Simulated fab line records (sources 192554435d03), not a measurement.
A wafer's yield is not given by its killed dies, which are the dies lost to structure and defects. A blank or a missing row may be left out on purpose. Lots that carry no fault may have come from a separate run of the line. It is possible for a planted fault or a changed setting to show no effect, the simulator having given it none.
Matching of chambers | flow n5_finfet | N5_FIN_SAQP_ETCH_67 on rie_diel-06 has 4 sister chambers
The step etches SiNx in CH3F/O2, target depth 30 nm. 22 wafers are shown with their chamber, then 11 later ones without.

== WAFERS PAIRED WITH THEIR CHAMBERS ==
wafer  | chamber | throttle_valve_pct (%) | drypump_motor_current_A (A) | showerhead_plenum_p_Torr (Torr)
L074.1 | 2       | 16.74                  | 6.8                         | 2.02
L074.4 | 1       | 16.49                  | 5.8                         | 1.96
L074.5 | 1       | 16.48                  | 5.8                         | 1.96
L076.1 | 3       | 16.08                  | 5.4                         | 2.04
L076.3 | 1       | 16.49                  | 5.8                         | 1.96
L076.5 | 0       | 16.33                  | 5.7                         | 2.02
L077.1 | 1       | 16.48                  | 5.7                         | 1.95
L077.5 | 2       | 16.76                  | 6.9                         | 2.01
L077.6 | 1       | 16.49                  | 5.8                         | 1.95
L078.1 | 1       | 16.50                  | 5.8                         | 1.95
L078.2 | 3       | 16.11                  | 5.4                         | 2.04
L078.3 | 0       | 16.35                  | 5.8                         | 2.02
L078.4 | 2       | 16.75                  | 6.8                         | 2.01
L078.5 | 3       | 16.11                  | 5.4                         | 2.04
L078.6 | 0       | 16.32                  | 5.7                         | 2.02
L079.1 | 2       | 16.77                  | 6.8                         | 2.01
L079.2 | 0       | 16.34                  | 5.8                         | 2.02
L079.3 | 3       | 16.09                  | 5.4                         | 2.04
L079.4 | 1       | 16.51                  | 5.7                         | 1.95
L079.5 | 2       | 16.77                  | 6.9                         | 2.01
L079.6 | 3       | 16.10                  | 5.4                         | 2.04
L080.1 | 3       | 16.13                  | 5.4                         | 2.04

SIGNATURES (averages over the wafers above)
reading                  | chamber 0 | chamber 1 | chamber 2 | chamber 3 | scatter within a chamber
throttle_valve_pct       | 16.3350   | 16.4914   | 16.7580   | 16.1033   | 0.0137
drypump_motor_current_A  | 5.750     | 5.771     | 6.840     | 5.400     | 0.0449
showerhead_plenum_p_Torr | 2.0200    | 1.9543    | 2.0120    | 2.0400    | 0.00374
Rule: a wafer's distance from a chamber is the root of the sum, over the readings, of the square of ((its reading less the chamber's mean) divided by the reading's scatter). If the next closest chamber is less than 2 further off than the closest, the wafer can't be placed; otherwise it belongs to the closest. How the scatter is found: for the shown wafers, subtract from each reading the mean of its chamber, square and add these, divide the total by (wafers less chambers), then take the root.

== WAFERS MISSING THEIR CHAMBER ==
wafer  | throttle_valve_pct (%) | drypump_motor_current_A (A) | showerhead_plenum_p_Torr (Torr)
L080.2 | 16.36                  | 5.8                         | 2.02
L080.5 | 16.51                  | 5.8                         | 1.95
L083.1 | 16.78                  | 6.8                         | 2.01
L083.2 | 16.52                  | 5.8                         | 1.95
L083.5 | 16.39                  | 5.7                         | 2.02
L090.1 | 16.39                  | 5.8                         | 2.01
L090.4 | 16.55                  | 5.8                         | 1.95
L090.5 | 16.39                  | 5.8                         | 2.01
L094.1 | 16.56                  | 5.7                         | 1.94
L094.5 | 16.40                  | 5.8                         | 2.01
L094.6 | 16.20                  | 5.4                         | 2.03

== EACH ONE'S CHAMBER ==
wafer  | from the rows above | in truth
L080.2 | 0                   | 0
L080.5 | 1                   | 1
L083.1 | 2                   | 2
L083.2 | 1                   | 1
L083.5 | 0                   | 0
L090.1 | 0                   | 0
L090.4 | 1                   | 1
L090.5 | 0                   | 0
L094.1 | 1                   | 1
L094.5 | 0                   | 0
L094.6 | 3                   | 3
Placed correctly: 11 of 11. Not placeable from these rows: 0. Placed wrongly: 0.
